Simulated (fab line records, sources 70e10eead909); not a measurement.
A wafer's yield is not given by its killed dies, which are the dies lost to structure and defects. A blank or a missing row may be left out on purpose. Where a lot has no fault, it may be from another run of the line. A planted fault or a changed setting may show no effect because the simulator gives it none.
A struck lot beside a sound one / flow nand_harc / 15 steps out of a route of 1302
Sound: wafers L822.1, L822.2, L822.6. Struck: wafer L830.6; the same lot's L830.4 was not struck, so it is left out; see the end for the cause.
Order at every step that has rows: each side's tool, ch and its chambers, its first start. Under that, the readings that differ: sound wafers / struck wafers / difference of the means / sigmas: that difference in standard deviations of wafers without a fault.
alike: same words and numbers on both sides, and readings whose means sit less than 2 such deviations apart. not compared: any withheld reading, any reading some wafer has no value for, any bound like >300 that may hide the same value, and any number with overlapping values for which the record gives no deviation.
Wherever a step has rows on one side only, a row that says differs or no value, or a row with sigmas, the two part there. Numbers that don't overlap but have no deviation are shown without sigmas and don't part them. Lack of a reading on every wafer of one side parts them only where that side has two or more wafers.

first, 4 steps without rows for these wafers: NHARC_P_BONDPAD_EBR_05; NHARC_P_BONDPAD_EXPOSE_06 (exposes mask P BPAD); NHARC_P_BONDPAD_PEB_07 (peb time 80 s); NHARC_P_BONDPAD_DEVELOP_08 (time 50 s).
NHARC_P_BONDPAD_CD_MEAS_09: the cd target is 500 nm.
  sound on cd_sem-01 ch 0, day 11 06:10; struck on cd_sem-01 ch 0, day 13 23:29
  alike: cd_nm
NHARC_P_BONDPAD_OVL_MEAS_38:
  sound: overlay-01 at day 11 06:16; struck: overlay-02 at day 13 23:34
  alike: overlay_x_nm, overlay_y_nm
then, 1 step without rows for these wafers: NHARC_P_BONDPAD_HARDBAKE_10 (time 65 s).
NHARC_P_BONDPAD_DESCUM_11: chemistry O2, time 3 s.
  sound on rie_diel-02 ch 2,3, day 11 06:23; struck on rie_diel-04 ch 1, day 13 23:42
  alike: chamber_pressure_mTorr, drypump_motor_current_A, oes_product_au, rf_vpp_V, showerhead_plenum_p_Torr, throttle_valve_pct
  not compared: rf_hours_counter_h
NHARC_P_BONDPAD_ETCH_37: etches the open film in N2/H2, target depth 60 nm, overetch 18 nm, time 65.91 s.
  sound on rie_diel-02 ch 1,2,3, day 11 06:28; struck on rie_diel-04 ch 2, day 13 23:47
reading=drypump_motor_current_A (A); sound=6.0 5.0 5.4; struck=6.3; difference=+0.8; sigmas=+2
  alike: chamber_pressure_mTorr, oes_product_au, rf_vpp_V, run_length_s, showerhead_plenum_p_Torr, throttle_valve_pct
  not compared: rf_hours_counter_h
NHARC_P_BONDPAD_ETCH_12: etches the open film in CHF3/O2, target depth 200 nm, time 100 s.
  sound on rie_diel-02 ch 0,2; struck on rie_diel-04 ch 2
reading=drypump_motor_current_A (A); sound=5.8 5.4 5.4; struck=6.3; difference=+0.8; sigmas=+2
reading=oes_product_au (a.u.); sound=0.988 0.965 0.976; struck=0.913; difference=-0.063; sigmas=-3
  alike: chamber_pressure_mTorr, rf_vpp_V, run_length_s, showerhead_plenum_p_Torr, throttle_valve_pct
  not compared: rf_hours_counter_h
NHARC_P_BONDPAD_CD_MEAS_13:
  sound: cd_sem-02 at day 11 06:42; struck: cd_sem-02 at day 14 00:01
  alike: cd_nm
NHARC_P_BONDPAD_STRIP_15: strips in O2.
  sound on rie_diel-04 ch 0,1,2, day 11 06:47; struck on rie_diel-12 ch 3, day 14 00:07
  alike: chamber_pressure_mTorr, drypump_motor_current_A, oes_product_au, rf_vpp_V, showerhead_plenum_p_Torr, throttle_valve_pct
  not compared: rf_hours_counter_h
NHARC_P_BONDPAD_ETCH_24: etches the open film in CF4/N2, target depth 30 nm, time 72.99 s.
  sound on rie_diel-04 ch 1,2, day 11 06:56; struck on rie_diel-12 ch 2, day 14 00:15
reading=rf_vpp_V (V); sound=314.5 315.7 317.4; struck=312.3; difference=-3.6; sigmas=-2
reading=run_length_s (s); sound=94.2 94.1 94.7; struck=75.9; difference=-18.4; sigmas=-46
  alike: chamber_pressure_mTorr, drypump_motor_current_A, oes_product_au, showerhead_plenum_p_Torr, throttle_valve_pct
  not compared: rf_hours_counter_h
then, 1 step without rows for these wafers: NHARC_P_BONDPAD_STRIP_16 (strips in post etch residue remover, time 600 s).
-- record jumps: 19 days between struck wafers' starts before vs after; left off in module P_BONDPAD, resumes in module END, first step shown is number 1302 of the route --
NHARC_END_SORT_01:
  sound on prober-01 ch 0, day 28 23:27; struck on prober-01 ch 0, day 32 18:58
  alike: defect_limited_yield, killed_at_array, killed_at_other, killed_at_periphery, killed_dies, killed_open, killed_short

## WHERE THEY PART
Earliest at NHARC_P_BONDPAD_ETCH_37; latest, in this record, at NHARC_P_BONDPAD_ETCH_24. Later steps at which nothing parts them and some readings are alike: NHARC_END_SORT_01.

WHY: the cause the simulator had injected
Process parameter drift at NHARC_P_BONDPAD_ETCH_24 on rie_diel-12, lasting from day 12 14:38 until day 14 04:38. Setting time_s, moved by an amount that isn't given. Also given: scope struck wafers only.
